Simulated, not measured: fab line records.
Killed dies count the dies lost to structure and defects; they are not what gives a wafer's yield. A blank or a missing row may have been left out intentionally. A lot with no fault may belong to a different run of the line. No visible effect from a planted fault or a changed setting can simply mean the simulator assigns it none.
fab line records    flow n5Finfet
[record] lots = 4  wafers = 12  lastDay = 17
route steps=1938 shown SD_EPI_P@318 SD_ACTIVATION@330 ILD0@335 SDB@347 BEOL_M4@1111 PASSIVATION@1936
lots that met no fault: from a run of the same line without faults
startH: the number of hours between the record's first day and the start of the first shown wafer of the lot    waitH: how many hours have passed since the lot's step before this one    " as in the row above    L1.1+2: one row covering several wafers at once    - either no value or no given start    * or withheld: withheld    < > ~ a bound
route shown NAME@n: NAME is a module with steps in the file, n the number in the route of the first one    usual: average and standard deviation across the fault-free wafers    same: alike in all rows    chamber/n: place in a boat    sites: readings site by site    _std_site: the values' standard deviation    _edge_site: mean of outer sites minus mean of inner sites    radiusMm: how far each site lies from the wafer's centre    mask NAME#n: copy n    behind: tool/chamber where the wafer was last shaped    hold: what put the lot on hold/how long, in hours/how the hold closed    device: whichever transistor did not switch (one of n, p or np)    end of line: at the end of the route, the tests of the same wafers    a step without rows: its recipe alone    killed: dies that structure and defects cost at the first sort, which is not the same as the wafer's yield    map: dies across one wafer; x = killed, . = not, _ = none there
set.NAME: the setting the step ran with; set.NAME@STEP: the setting that earlier step ran with    model.NAME: the simulator's own value behind a step, which no gauge read
certain route steps with their lots: each step a table, each wafer a row
services: from which hour (startH, from the record's first day; less than 0 if before it) a tool's chamber was out of use, for how many hours, and why
[[steps]]
[step N5_SD_EPI_P_SRD_20]
[recipe] dry = ipaMarangoni  doPpb = 5  timeS = 30  tempC = 23  rinseLiquid = diw
[step N5_SD_EPI_P_PRECLEAN_51]
[recipe] chemistry = NF3:NH3  afsCycles = 1  tempC = 30  timeS = 20  sublimationTempC = 180  sublimationTimeS = 60  pressureTorr = 3  rfPowerW = 30
[step N5_SD_EPI_P_VAPOR_ETCH_44]
[recipe] chemistry = NF3/Ar  target = SiGe30  tempC = 25  timeS = 3.3  mode = isotropic
[step N5_SD_EPI_P_EPI_21]
[recipe] material = SiGe:B  dopant = B  tempC = 550  pressureTorr = 20  ambient = H2  timeS = 355
[step N5_SD_EPI_P_HM_STRIP_48]
[recipe] chemistry = H3PO4  tempC = 160  material = SiNx  target = SiNx  targetDepthA = 30  overetchFraction = 0.3
[step N5_SD_EPI_P_SRD_49]
[recipe] dry = ipaMarangoni  timeS = 30  tempC = 23  rinseLiquid = diw
[step N5_SD_EPI_P_PRECLEAN_24]
[recipe] chemistry = O3/DIW  timeS = 45  tempC = 22  o3Ppm = 10
[step N5_SD_EPI_P_PRECLEAN_32]
[recipe] chemistry = dHF  timeS = 10  dilution = 500:1  tempC = 25
[step N5_SD_EPI_P_PRECLEAN_33]
[recipe] chemistry = SC2  timeS = 45  tempC = 35  mix = 1:1:50
[step N5_SD_EPI_P_SRD_25]
[recipe] timeS = 30  tempC = 23  rinseLiquid = diw  dry = ipaMarangoni
[step N5_SD_ACTIVATION_RTA_00]
[recipe] tempC = 975  timeS = 0  ambient = N2  idleTempC = 600  rampUpCPerS = 150  rampDownCPerS = 60  coolToC = 600
[usual] lampPowerPct = 8.96/0.052  lamp_zone_1_pct = 8.952/0.027  lamp_zone_2_pct = 8.952/0.029  lamp_zone_3_pct = 8.953/0.027  lamp_zone_4_pct = 8.949/0.029  lamp_zone_5_pct = 8.953/0.027  lamp_zone_6_pct = 8.879/0.027  lamp_zone_7_pct = 9.352/0.026  wafer_temp_C_max = 975.2/1.9
lot.wafer  tool          chamber  startH  waitH  lampPowerPct  lamp_zone_1_pct  lamp_zone_2_pct  lamp_zone_3_pct  lamp_zone_4_pct  lamp_zone_5_pct  lamp_zone_6_pct  lamp_zone_7_pct  wafer_temp_C_max
L254.3     rtpAnneal-02  0        123.39  0.2    8.98          8.966            9.024            8.943            8.932            8.941            8.889            9.381            976.5
L254.5     "             0        "       "      8.92          8.967            8.989            8.924            8.922            8.964            8.894            9.358            973.1
L254.6     "             0        "       "      8.87          8.931            8.939            8.926            8.900            8.985            8.878            9.317            976.7
L256.2     rtpAnneal-02  0        137.42  0.1    10.29         10.355           10.350           10.355           10.438           10.353           10.301           10.843           972.9
L256.3     "             0        "       "      10.35         10.339           10.342           10.319           10.342           10.386           10.273           10.760           973.4
L256.5     "             0        "       "      10.31         10.331           10.357           10.387           10.307           10.348           10.245           10.839           975.4
L261.2     rtpAnneal-02  0        162.24  0.2    10.36         10.377           10.358           10.388           10.326           10.355           10.256           10.784           973.7
L261.4     "             0        "       "      10.29         10.378           10.390           10.352           10.383           10.342           10.275           10.827           977.7
L261.6     "             0        "       "      10.30         10.324           10.354           10.344           10.328           10.347           10.269           10.824           974.6
L266.1     rtpAnneal-01  0        194.91  0.2    9.05          8.915            8.957            8.972            8.945            8.937            8.900            9.362            976.0
L266.4     "             0        "       "      8.94          8.898            8.920            8.950            8.905            8.955            8.883            9.398            976.3
L266.6     "             0        "       "      8.88          8.989            8.940            8.944            9.003            8.942            8.872            9.366            977.7
[step N5_SD_ACTIVATION_LSA_01]
[recipe] tempC = 1080  timeS = 0.0008  ambient = N2
[step N5_ILD0_LINER_00]
[recipe] material = SiNx  targetThkA = 40  tempC = 400  aldPrecursorFamily = SiH2I2  aldCoReactant = N2/H2-plasma  pulseTimeS = 1  purgeTimeS = 2  coReactantPurgeTimeS = 2  aldCycles = 80  pressureTorr = 2
[step N5_ILD0_FCVD_FILL_01]
[recipe] material = SiO2_flowable  targetThkA = 2000  tempC = 100  pressureTorr = 0.8  rfW = 2000  timeS = 328.3
[step N5_ILD0_CURE_02]
[recipe] tempC = 450  timeS = 1800  ambient = steam  idleTempC = 400  rampUpCPerMin = 5  rampDownCPerMin = 3  densificationPH2oTorr = 640
[step N5_ILD0_CMP_03]
[recipe] stopOn = SiNx  tOverpolishS = 1.9  postCmpClean = alkalineBrush  downForcePsi = 4.1491  platenRpm = 51.796  padVelocityMS = 1.0306  targetThkNm = 197.38
[step N5_ILD0_CMP_07]
[recipe] stopOn = poly-Si  material = SiO2_flowable  tOverpolishS = 1.18  postCmpClean = alkalineBrush  downForcePsi = 4.1491  platenRpm = 51.796  padVelocityMS = 1.0306  targetThkNm = 138.88
[step N5_ILD0_PRECLEAN_10]
[recipe] chemistry = NF3:NH3  afsCycles = 5  timeS = 20  tempC = 30  sublimationTempC = 180  sublimationTimeS = 60  pressureTorr = 3  rfPowerW = 30
[step N5_ILD0_ALD_15]
[recipe] material = SiNx  targetThkA = 240  tempC = 400  aldPrecursorFamily = SiH2I2  aldCoReactant = N2/H2-plasma  pulseTimeS = 1  aldCycles = 480  purgeTimeS = 2  coReactantPurgeTimeS = 2  pressureTorr = 2
[step N5_ILD0_CMP_12]
[recipe] stopOn = poly-Si  material = SiNx  tOverpolishS = 6  postCmpClean = alkalineBrush  downForcePsi = 2.5  platenRpm = 51.8  padVelocityMS = 1.0307  targetThkNm = 17.67
[step N5_SDB_HM_DEP_00]
[recipe] material = SiNx  targetThkA = 400  tempC = 400  precursor = SiH4/NH3/N2  pressureTorr = 1.5  rfW = 300  timeS = 35.3
[step N5_SDB_COAT_03]
[recipe] resist = SOC  tempC = 250  timeS = 60  spinRpm = 1500  resistThkNm = 100
[step N5_SDB_COAT_04]
[recipe] resist = SiARC  tempC = 220  timeS = 60  spinRpm = 1500  resistThkNm = 18
[step N5_SDB_COAT_05]
[recipe] resist = CAR-ArF  spinRpm = 1500  resistThkNm = 90
[step N5_SDB_EBR_07]
[recipe] solvent = PGMEA  ebrWidthMm = 1.5
[step N5_SDB_SOFTBAKE_06]
[recipe] tempC = 110  timeS = 60  resist = CAR-ArF
[step N5_SDB_EXPOSE_08]
[recipe] maskId = SDB  na = 1.35  sourceShape = conventional  sigmaOuter = 0.5  polarization = unpolarized  doseMj = 49.6
[step N5_SDB_PEB_09]
[recipe] pebTempC = withheld  pebTimeS = 60  resist = CAR-ArF
[step N5_SDB_DEVELOP_10]
[recipe] developTimeS = 30  developer = TMAH  resist = CAR-ArF  rinseLiquid = diw  dry = airSpin  devTempC = 23
[step N5_SDB_DESCUM_16]
[recipe] chemistry = O2  timeS = 7.9  sourcePowerW = 50  biasPowerW = 20  pressureMtorr = 20  rfFrequencyHz = 2.712e+07  tempC = 40  resist = CAR-ArF  o2FlowSccm = 225
[step N5_BEOL_M4_RC_MEAS_101]
[usual] DIBL_P = 36.2/2  IOFF_P = 0.22/0.041  IOFF_P_85C = 3.7/0.58  IOFF_P_LIN = 0.102/0.016  IOFF_P_LONG = 0.000107/1e-05  ION_P = 465/8.5  REXT_P = 100.7/1.8  SS_P = 73.2/0.7  VT_P = -250/3.9  VT_P_LVT = -98/3.5
lot.wafer  tool       chamber  startH  waitH  DIBL_P[mV/V]  IOFF_P[nA/um]  IOFF_P_85C[nA/um]  IOFF_P_LIN[nA/um]  IOFF_P_LONG[nA/um]  ION_P[uA/um]  REXT_P[ohm.um]  SS_P[mV/dec]  VT_P[mV]  VT_P_LVT[mV]
L254.3     prober-01  0        238.61  0.3    39.1          0.25           4.2                0.113              9.4e-05             480           98.8            73.9          -248      -95
L254.5     "          0        "       "      38.7          0.24           4.1                0.110              9.4e-05             469           98.3            73.7          -252      -96
L254.6     "          0        "       "      37.7          0.22           3.8                0.104              9.8e-05             466           97.9            73.1          -247      -96
L256.2     prober-02  0        243.96  0.2    59.3          2.84           31.6               0.909              0.000156            564           80.2            77.7          -203      -51
L256.3     "          0        "       "      58.1          2.49           28.5               0.832              0.000161            569           79.6            77.7          -203      -52
L256.5     "          0        "       "      56.5          2.16           25.7               0.761              0.000157            562           80.9            77.5          -206      -54
L261.2     prober-01  0        270.01  0.2    61.8          3.11           35.0               0.807              0.000141            553           79.9            80.2          -206      -54
L261.4     "          0        "       "      61.4          2.76           31.6               0.846              0.000143            559           80.6            78.2          -206      -53
L261.6     "          0        "       "      58.4          2.25           26.2               0.701              0.00014             554           79.6            78.4          -210      -56
L266.1     prober-02  0        308.65  0.0    38.0          0.25           4.1                0.112              0.000112            473           103.7           73.5          -244      -93
L266.4     "          0        "       "      37.1          0.24           4.0                0.111              0.000114            476           101.8           73.5          -249      -93
L266.6     "          0        "       "      39.6          0.29           4.7                0.126              0.000112            482           102.9           74.0          -246      -91
[step N5_PASSIVATION_PROBE_49]
[usual] defectLimitedYield = 91.3/1.3  killed_at_M0_to_M3 = 35/9.3  killed_at_M4_up = 14/5.2  killedAtContacts = 12/5.9  killedAtFrontEnd = 38/11  killedAtOther = 4/3.7  killedDies = 103/15  killedOpen = 67/12  killedShort = 34/8  sort_bin_4_leakage = 0/0  sort_bin_5_function = 5.1/0.88  sort_bin_6_memory = 3.3/0.65  sortNPass = 1077/15  sortYieldPct = 91.3/1.3
[same] grossDies = 1180  killedAtBackSide = 0  sort_bin_8_speed[%] = 0
lot.wafer  tool       chamber  startH  waitH  defectLimitedYield[%]  killed_at_M0_to_M3  killed_at_M4_up  killedAtContacts  killedAtFrontEnd  killedAtOther  killedDies  killedOpen  killedShort  sort_bin_4_leakage[%]  sort_bin_5_function[%]  sort_bin_6_memory[%]  sortNPass  sortYieldPct[%]
L254.3     prober-02  -        348.20  0.1    89.3                   20                  11               24                54                17             126         71          50           0                      5.8                     4.3                   1054       89.3
L254.5     prober-02  -        348.30  0.2    92.7                   18                  15               11                33                9              86          61          20           0                      3.5                     3.1                   1094       92.7
L254.6     prober-02  -        348.35  0.3    90.7                   25                  8                20                45                12             110         65          44           0                      4.6                     4.7                   1070       90.7
L256.2     prober-01  -        356.01  0.1    90.8                   48                  14               14                29                4              109         73          36           90.76                  5.3                     3.5                   0          0
L256.3     prober-01  -        356.06  0.1    92.8                   36                  11               5                 29                4              85          42          42           92.80                  4.1                     2.6                   0          0
L256.5     prober-01  -        356.16  0.2    94.3                   30                  9                7                 20                1              67          45          21           94.32                  3.9                     1.7                   0          0
L261.2     prober-01  -        384.59  0.1    92.1                   38                  15               10                27                3              93          61          32           92.12                  4.4                     3.1                   0          0
L261.4     prober-01  -        384.69  0.2    91.0                   33                  16               18                38                1              106         77          29           91.02                  4.6                     4.0                   0          0
L261.6     prober-01  -        384.79  0.3    90.8                   31                  5                17                50                5              108         64          44           90.85                  4.9                     3.6                   0          0
L266.1     prober-01  -        407.58  0.0    92.4                   38                  10               8                 34                0              90          52          38           0                      4.8                     2.5                   1090       92.4
L266.4     prober-01  -        407.73  0.2    91.7                   34                  12               5                 42                5              98          55          43           0                      4.4                     3.3                   1082       91.7
L266.6     prober-01  -        407.83  0.3    93.1                   11                  11               11                44                5              82          54          27           0                      4.0                     2.8                   1098       93.1
// killed by level:class
L254.3 MOL_CONTACT_COAG:geometricParticle:open=19 FIN_SAQP:geometricParticle:short=14 STI_FIN_REVEAL:geometricParticle:open=10 BEOL_M0_SAQP:geometricParticle:short=10 FIN_SAQP:geometricParticle:open=8 MIM_TOP_ETCH:geometricParticle:open=7 STARTING-WAFER:geometricParticle:short=7 GATE_CUT:geometricParticle:short=5
L254.5 STI_FIN_REVEAL:geometricParticle:open=13 MOL_CONTACT_COAG:geometricParticle:open=10 BEOL_M3:geometricParticle:open=6 BEOL_M4:geometricParticle:open=6 BEOL_M5:geometricParticle:open=5 BEOL_M2:geometricParticle:open=4 BEOL_M0_SAQP:geometricParticle:short=4 FIN_SAQP:geometricParticle:short=3
L254.6 MOL_CONTACT_COAG:geometricParticle:open=16 FIN_SAQP:geometricParticle:short=10 FIN_SAQP:geometricParticle:open=8 STI_FIN_REVEAL:geometricParticle:open=8 BEOL_M3:geometricParticle:open=7 BEOL_M0_SAQP:geometricParticle:short=6 MIM_TOP_ETCH:geometricParticle:short=6 GATE_CUT:geometricParticle:short=5
L256.2 MOL_CONTACT_COAG:geometricParticle:open=12 BEOL_M0_SAQP:geometricParticle:open=11 BEOL_M2:geometricParticle:open=11 BEOL_M0_SAQP:geometricParticle:short=8 FIN_SAQP:geometricParticle:short=7 DUMMY_GATE:geometricParticle:open=7 BEOL_M3:geometricParticle:open=6 FIN_SAQP:geometricParticle:open=5
L256.3 BEOL_M0_SAQP:geometricParticle:short=15 BEOL_M0_SAQP:geometricParticle:open=7 FIN_SAQP:geometricParticle:short=4 DUMMY_GATE:geometricParticle:open=4 STARTING-WAFER:geometricParticle:short=4 BEOL_M3:geometricParticle:open=4 STI_FIN_REVEAL:geometricParticle:open=3 GATE_CUT:geometricParticle:short=3
L256.5 BEOL_M0_SAQP:geometricParticle:open=13 BEOL_M3:geometricParticle:open=6 GATE_CUT:geometricParticle:short=5 MOL_CONTACT_COAG:geometricParticle:open=5 BEOL_M1:geometricParticle:open=4 STARTING-WAFER:geometricParticle:open=4 STI_FIN_REVEAL:geometricParticle:open=3 BEOL_M0_SAQP:geometricParticle:short=3
L261.2 BEOL_M1:geometricParticle:open=10 BEOL_M0_SAQP:geometricParticle:short=8 MOL_CONTACT_COAG:geometricParticle:open=7 BEOL_M2:geometricParticle:open=5 BEOL_M4:geometricParticle:open=5 STARTING-WAFER:geometricParticle:open=5 FIN_SAQP:geometricParticle:short=4 FIN_SAQP:geometricParticle:open=4
L261.4 MOL_CONTACT_COAG:geometricParticle:open=14 STI_FIN_REVEAL:geometricParticle:open=10 BEOL_M7:geometricParticle:open=7 BEOL_M1:geometricParticle:open=6 STARTING-WAFER:geometricParticle:open=6 FIN_SAQP:geometricParticle:short=5 BEOL_M0_SAQP:geometricParticle:open=5 BEOL_M0_SAQP:geometricParticle:short=5
L261.6 FIN_SAQP:geometricParticle:open=15 FIN_SAQP:geometricParticle:short=15 MOL_CONTACT_COAG:geometricParticle:open=13 BEOL_M0_SAQP:geometricParticle:short=8 BEOL_M1:geometricParticle:open=8 BEOL_M0_SAQP:geometricParticle:open=6 GATE_CUT:geometricParticle:short=5 DUMMY_GATE:geometricParticle:open=4
L266.1 FIN_SAQP:geometricParticle:short=12 FIN_SAQP:geometricParticle:open=10 BEOL_M0_SAQP:geometricParticle:open=8 BEOL_M0_SAQP:geometricParticle:short=8 BEOL_M3:geometricParticle:open=7 MOL_CONTACT_COAG:geometricParticle:open=5 BEOL_M1:geometricParticle:short=5 STI_FIN_REVEAL:geometricParticle:open=4
L266.4 FIN_SAQP:geometricParticle:short=15 BEOL_M3:geometricParticle:open=8 BEOL_M1:geometricParticle:open=8 FIN_SAQP:geometricParticle:open=6 BEOL_M0_SAQP:geometricParticle:short=5 BEOL_M4:geometricParticle:open=5 DUMMY_GATE:geometricParticle:open=3 GATE_CUT:geometricParticle:short=3
L266.6 FIN_SAQP:geometricParticle:open=11 FIN_SAQP:geometricParticle:short=10 MOL_CONTACT_COAG:geometricParticle:open=9 BEOL_M4:geometricParticle:open=7 STARTING-WAFER:geometricParticle:short=5 STI_FIN_REVEAL:geometricParticle:open=4 BEOL_M0:geometricParticle:open=4 GATE_CUT:geometricParticle:open=3
// map L256.2 (x killed, . not)
_________________..........x.________________
______________............x....._____________
___________.x......................__________
__________.........................._________
________.xx.xx....x..................._______
_______................x..x............______
______......x......x..........x........._____
_____...........................xx.....x.____
____xx........x.......x.............x.....___
___.........x........x....x.............x..__
___....x.....x.............................__
__..x......x...........x...................._
__x...x.............x..x...................._
_.x......................x........x.........x
_...........x....................x...........
_..x...........x.............................
_...xx.x...xx.........xx........x.....x..x...
_...x.........x................x...x.........
_......x...xx.x..............x.....x.xx....x.
_.....x.............x.....x....x.........x...
_.............x......x...................x...
__............x..............x......x...x..x_
__........x........x........................_
___.......................x.....x..........__
___....................x.............x.....__
____x.x..x..........x.......x.............___
_____......................x...xx........____
______.......x........x.xx...x.........._____
_______...............x...x........x...______
________x..x................x........._______
__________.......x..........x......._________
___________................x.x.....__________
______________......x..........._____________
_________________.......x....________________
// map L261.6 (x killed, . not)
_________________.........x..________________
______________...x............x._____________
___________..........xx.x.x...x....__________
__________.............x.......x..x._________
________..............x...x..........._______
_______..................x.x..x.......x______
______x.........x..............x........_____
_____..............xx.......x............____
____....x....x....xx..........x...........___
___....x........x..................x.......__
___.......x..........x...x....x............__
__...............x........x................._
__.....x.........xx.........x.............x._
_..x...........x.....x...................x...
_...............................x............
_...........................x..............x.
_.................x.x.x.x....x...............
_....x..x.x....x....x..............x.........
_......x..............x..........x...........
_....x........................x..............
_x.....x.x..x...x.......xx...............x...
__..x....x.x.x.......xxx...x.x.............._
__...x............x.........xx.............._
___............x......x............xx......__
___....x.............................x.....__
____..............x...........x..x....x..x___
_____...........x....x...........x.......____
______.................................._____
_______xx...........x.......x..........______
________..................x..........._______
__________..................x.x....._________
___________.......x................__________
______________.................._____________
_________________............________________
[[services]]
tool          chamber  startH  hours  kind
rtpAnneal-02  -        172.88  68.0   pm
[[key]]
[firstSign] step = N5_SD_ACTIVATION_RTA_00  reading = lamp_zone_7_pct  direction = up  sigmas = 56  usual = *  struck = *
[effect] step = N5_SD_ACTIVATION_RTA_00  reading = lamp_zone_5_pct  direction = up  sigmas = 53  usual = *  struck = *
[effect] step = N5_BEOL_M4_RC_MEAS_101  reading = IOFF_P  direction = up  sigmas = 58  usual = 0.22  struck = 2.60
[effect] step = N5_BEOL_M4_RC_MEAS_101  reading = IOFF_P_LIN  direction = up  sigmas = 45  usual = 0.102  struck = 0.809
[effect] step = N5_BEOL_M4_RC_MEAS_101  reading = IOFF_P_85C  direction = up  sigmas = 45  usual = 3.7  struck = 29.8
[effect] step = N5_BEOL_M4_RC_MEAS_101  reading = VT_P_LVT  direction = up  sigmas = 13  usual = -98  struck = -53
[effect] step = N5_BEOL_M4_RC_MEAS_101  reading = REXT_P  direction = down  sigmas = 11  usual = 100.7  struck = 80.1
[effect] step = N5_BEOL_M4_RC_MEAS_101  reading = DIBL_P  direction = up  sigmas = 11  usual = 36.2  struck = 59.2
[effect] step = N5_BEOL_M4_RC_MEAS_101  reading = VT_P  direction = up  sigmas = 11  usual = -250  struck = -206
[effect] step = N5_BEOL_M4_RC_MEAS_101  reading = ION_P  direction = up  sigmas = 11  usual = 465  struck = 560
[effect] step = N5_BEOL_M4_RC_MEAS_101  reading = SS_P  direction = up  sigmas = 7.2  usual = 73.2  struck = 78.3
[effect] step = N5_BEOL_M4_RC_MEAS_101  reading = IOFF_P_LONG  direction = up  sigmas = 4.1  usual = 0.000107  struck = 0.00015
[effect] step = N5_PASSIVATION_PROBE_49  reading = sort_bin_4_leakage  direction = up  sigmas = 99+  usual = 0  struck = 91.98
metAt N5_SD_ACTIVATION_RTA_00
struckWafers L256.2,L256.3,L256.5,L261.2,L261.4,L261.6
onsetBetween 123.39 137.42
[fault] kind = processParameterDrift  tool = rtpAnneal-02  chamber = -  onsetH = 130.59  steps = N5_SD_ACTIVATION_RTA_00  channel = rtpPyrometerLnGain  offset = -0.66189  shape = step  endH = 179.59
